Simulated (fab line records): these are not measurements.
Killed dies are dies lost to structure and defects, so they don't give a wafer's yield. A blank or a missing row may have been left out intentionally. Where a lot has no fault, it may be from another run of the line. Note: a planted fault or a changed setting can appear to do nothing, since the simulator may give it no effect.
Comparing a struck lot with a sound one -- flow n5 finfet -- 14 out of 1938 route steps
Sound: wafers L297.1, L297.4, L297.6. Wafers L311.4, L311.5, L311.6 were the ones struck. The cause is named last.
Each step with rows lists, per side, the tool, then ch with its chambers, then its first start. Under that, the readings that differ: sound wafers -- struck wafers -- difference of the means -- sigmas: that difference in standard deviations of wafers without a fault.
alike: same words and numbers on both sides, and readings whose means sit less than 2 such deviations apart. not compared: any withheld reading, any reading some wafer has no value for, any bound like >300 that may hide the same value, and any number with overlapping values for which the record gives no deviation.
Wherever a step has rows on one side only, a row that says differs or no value, or a row with sigmas, the two part there. Numbers that don't overlap but have no deviation are shown without sigmas and don't part them. A reading missing from all wafers of one side parts the sides only when that side holds two or more wafers.

N5_MOL_CONTACT_COAG_ETCH_47: etches SiNx in CH3F/O2, stops on W, target depth 27 nm.
  sound on rie diel-03 ch 0,1,3, day 5 16:04; struck on rie diel-04 ch 1,2,3, day 9 05:32
  alike: O2_flow_sccm, drypump motor current A, etch rf on time s, oes product au, rf fwd power W, rf vpp V, showerhead plenum p Torr, throttle valve pct
  not compared: rf hours counter h
N5_MOL_CONTACT_COAG_STRIP_119: strips in N2/H2, time 30 s.
  sound on plasma asher-02 ch 0, day 5 16:08; struck on plasma asher-01 ch 0,1, day 9 05:36
  alike: drypump motor current A, heater power w
  not compared: rf hours counter h
then, 2 steps without rows for these wafers: N5_MOL_CONTACT_COAG_PRECLEAN_144 (cleans in alkaline clean, time 60 s); N5_MOL_CONTACT_COAG_SRD_145 (time 30 s).
N5_MOL_CONTACT_COAG_CD_MEAS_137: the cd target is 16 nm.
  struck on cd sem-03, day 9 05:44; sound on cd sem-02, day 5 16:17
  alike: cd nm
then, 7 steps without rows for these wafers: N5_MOL_CONTACT_COAG_COAT_62 (time 60 s, resist thk 60 nm); N5_MOL_CONTACT_COAG_COAT_63 (time 60 s, resist thk 10 nm); N5_MOL_CONTACT_COAG_COAT_64 (time 60 s, resist thk 10 nm); N5_MOL_CONTACT_COAG_COAT_34 (resist thk 40 nm); N5_MOL_CONTACT_COAG_EBR_36; N5_MOL_CONTACT_COAG_SOFTBAKE_35 (time 60 s); N5_MOL_CONTACT_COAG_EXPOSE_37 (exposes mask VD, defocus 0 nm).
N5_MOL_CONTACT_COAG_PEB_38: peb time 60 s.
  sound on litho track-02 ch 0, day 5 16:40; struck on litho track-01, day 9 06:07
  no value came back on the struck wafers for chill plate temp C (C), exhaust pa (Pa); on the sound wafers chill plate temp C (C) reads 23.00 23.13 22.90
then, 1 step without rows for these wafers: N5_MOL_CONTACT_COAG_DEVELOP_39 (develop time 30 s).

== WHERE THEY PART ==
N5_MOL_CONTACT_COAG_PEB_38 only, going by this record.

WHY: what had been put in by the simulator
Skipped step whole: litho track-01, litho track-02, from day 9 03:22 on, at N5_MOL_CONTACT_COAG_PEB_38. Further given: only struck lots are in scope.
